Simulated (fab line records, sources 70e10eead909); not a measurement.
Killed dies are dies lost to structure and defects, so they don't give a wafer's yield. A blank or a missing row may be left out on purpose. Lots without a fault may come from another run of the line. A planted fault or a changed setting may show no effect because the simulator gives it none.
Chamber matching | flow nand_harc | NHARC_P_M1_PRE_CLEAN_32 on pecvd-01: 3 sister chambers
The step time 12 s. 3 wafers are shown with their chamber, then 12 later ones without.

WAFERS WITH THEIR CHAMBER
wafer  | chamber | heater_power_w (W)
L086.4 | 0       | 756
L086.5 | 1       | 502
L086.6 | 2       | 725

WAFERS WITHOUT THEIR CHAMBER
wafer  | heater_power_w (W)
L088.1 | 650
L088.3 | 492
L088.5 | 700
L089.2 | 729
L089.4 | 536
L089.6 | 748
L092.1 | 679
L092.3 | 678
L092.5 | 548
L096.2 | 651
L096.5 | 698
L096.6 | 665

WHICH CHAMBER EACH WENT THROUGH
wafer  | from the rows above          | in truth
L088.1 | can't be placed: 2 or 0 or 1 | 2
L088.3 | 1                            | 1
L088.5 | can't be placed: 2 or 0      | 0
L089.2 | can't be placed: 2 or 0      | 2
L089.4 | 1                            | 1
L089.6 | can't be placed: 0 or 2      | 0
L092.1 | can't be placed: 2 or 0      | 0
L092.3 | can't be placed: 2 or 0      | 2
L092.5 | 1                            | 1
L096.2 | can't be placed: 2 or 0 or 1 | 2
L096.5 | can't be placed: 2 or 0      | 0
L096.6 | can't be placed: 2 or 0      | 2
Placed correctly: 3 of 12. Can't be placed from these rows: 9 (the true chamber is among the candidates in 9). Placed wrongly: 0.
How it was worked out, from the rows above alone: a wafer's distance from a chamber is the root of the sum, over the readings, of the square of ((its reading less the chamber's mean) divided by the reading's scatter). The wafer belongs to the nearest chamber; if the next one is less than 2 further off, it can't be placed. A chamber's mean is the mean of its shown wafers. The scatter: with one shown wafer a chamber, the root of the mean of the squares of how far each hidden wafer lies from its nearest shown one.
